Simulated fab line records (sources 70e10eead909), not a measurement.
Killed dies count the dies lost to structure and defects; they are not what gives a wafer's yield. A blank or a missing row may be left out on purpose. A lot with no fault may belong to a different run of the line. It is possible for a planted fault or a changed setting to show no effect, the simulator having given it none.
Matching of chambers    flow nandHarc    NHARC_P_ZERO_WELL_ETCH_65 on rieDiel-05: 3 sister chambers
The step etches the open film in N2/H2, target depth 80 nm, overetch 24 nm, time 87.88 s. 14 wafers are shown with their chamber, then 5 later ones without.

== WAFERS WITH THEIR CHAMBER ==
wafer   chamber  showerheadPlenumPTorr (Torr)  drypumpMotorCurrentA (A)  rfVppV (V)
L621.1  1        1.96                          6.0                       427.6
L621.2  0        2.12                          5.2                       431.3
L621.6  0        2.12                          5.2                       432.1
L622.1  0        2.12                          5.3                       432.2
L622.3  1        1.96                          6.1                       428.0
L622.6  1        1.96                          6.0                       429.3
L626.2  1        1.95                          6.1                       428.2
L626.5  2        2.20                          4.9                       434.5
L626.6  1        1.95                          6.1                       427.9
L628.1  2        2.19                          4.9                       434.3
L628.3  0        2.11                          5.3                       432.0
L628.6  1        1.95                          6.1                       427.4
L629.1  2        2.19                          4.9                       433.6
L629.2  1        1.95                          6.1                       428.1

SIGNATURES, as means of the wafers listed above
reading                chamber 0  chamber 1  chamber 2  scatter within a chamber
showerheadPlenumPTorr  2.1175     1.9543     2.1933     0.00534
drypumpMotorCurrentA   5.250      6.071      4.900      0.047
rfVppV                 431.900    428.071    434.133    0.538
Rule: distance of a wafer from a chamber = root of the sum over the readings of ((wafer's reading minus chamber's mean) / reading's scatter) squared. The wafer belongs to the nearest chamber; if the next one is less than 2 further off, it can't be placed. The scatter: the root of (the sum of the squares of (reading less its chamber's mean) over the shown wafers, divided by (wafers less chambers)).

== WAFERS WITHOUT THEIR CHAMBER ==
wafer   showerheadPlenumPTorr (Torr)  drypumpMotorCurrentA (A)  rfVppV (V)
L630.5  1.95                          6.1                       428.4
L630.6  2.19                          4.9                       434.5
L644.1  2.10                          5.2                       431.8
L644.2  2.18                          4.8                       435.3
L644.4  2.10                          5.3                       432.1

== EACH ONE'S CHAMBER ==
wafer   from the rows above  in truth
L630.5  1                    1
L630.6  2                    2
L644.1  0                    0
L644.2  2                    2
L644.4  0                    0
Correct placement for 5 of the 5. Can't be placed from these rows: 0. Placed wrongly: 0.
